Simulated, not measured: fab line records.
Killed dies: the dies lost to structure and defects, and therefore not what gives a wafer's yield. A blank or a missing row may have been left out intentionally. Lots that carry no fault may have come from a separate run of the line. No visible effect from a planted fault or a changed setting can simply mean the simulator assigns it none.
Problem report, 8D (eight disciplines) form, completed by code	flow n5 finfet	the parts of the form that need people (team, actions taken, sign-off) are left out

== 1. WHAT IS WRONG ==
bias w at N5_MIM_BOT_ETCH_ETCH_00 reads a mean of 117.8 W on 4 wafers of 2 lots; wafers without a fault read 125.9 W with a standard deviation of 0.39. That is -21 standard deviations from the usual mean.
The step: etches TiN in Cl2/BCl3, target depth 45.5 nm.
First seen on wafer L747.2, day 13 13:39, on rie metal-03. At this step, 36 wafers from 12 lots have a number in the record. By rule, "out" or "out of limits" means more than 4 standard deviations away from the usual mean. The other wafers with a number count as sound.

== 2. WHAT IT IS; WHAT IT IS NOT ==
question	is	is not
which readings at this step	bias w	drypump motor current A, mfc cl2 sccm, oes product au, throttle valve pct
which lots	L747, L752	L740, L741, L742, L743, L755, L757, L759, L761, L762, L763
which wafers of those lots	L747.2, L747.6, L752.2, L752.6	L747.1, L752.5
read on which tools	rie metal-03	rie metal-01, rie metal-02
when	from day 13 13:39	up to then (13 sound wafers); but 19 sound wafers of L752, L755, L757, L759, L761, L762, L763 came after

== 3. SUSPECTS, AND WHAT RULES EACH OUT ==
Counting: if a tool at a process step up to the reading ran every lot that is out, it stays a suspect. Sound lots after the first of them don't rule it out here, since some wafers of a struck lot are sound.
- rie metal-03 at N5_MIM_BOT_ETCH_ETCH_00 (etches TiN in Cl2/BCl3, target depth 45.5 nm): kept. Every lot that is out went through it, the first being L747 (day 13 13:39); the last sound lot it ran before that was L742 (day 12 10:26). Its own readings are out on those wafers: bias w.
- At N5_MIM_BOT_ETCH_ETCH_00 on rie metal-03, chamber 0 took the sound wafers of the same lots and chamber 1 took the wafers that are out.
After counting, what remains is rie metal-03 at N5_MIM_BOT_ETCH_ETCH_00.

== 4. THE CAUSE (what the simulator had put in) ==
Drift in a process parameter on rie metal-03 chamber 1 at N5_MIM_BOT_ETCH_ETCH_00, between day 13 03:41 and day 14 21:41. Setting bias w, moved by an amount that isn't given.
Counting left only this tool.

== 5. THE CHAIN OF EFFECTS, in route order ==
Each row: a reading whose mean over the struck wafers that have a number lies more than 3 standard deviations from the usual. Only readings whose record carries a usual standard deviation are examined. hours: median over the lots of the time between each lot's start at the first step of this table that gives one and its start at this step. sigmas: the change, counted in usual standard deviations.
hours	step	reading	usual	on struck wafers	change	sigmas
0	N5_MIM_BOT_ETCH_ETCH_00	bias w	125.9 W	117.8	-8.1	-21
Process steps it contains:
- N5_MIM_BOT_ETCH_ETCH_00: etches TiN in Cl2/BCl3, target depth 45.5 nm.

== 6. WHAT WOULD HAVE CAUGHT IT SOONER ==
In this record the first reading out of limits was taken at day 13 13:39, 10 hours after the fault began at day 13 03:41.
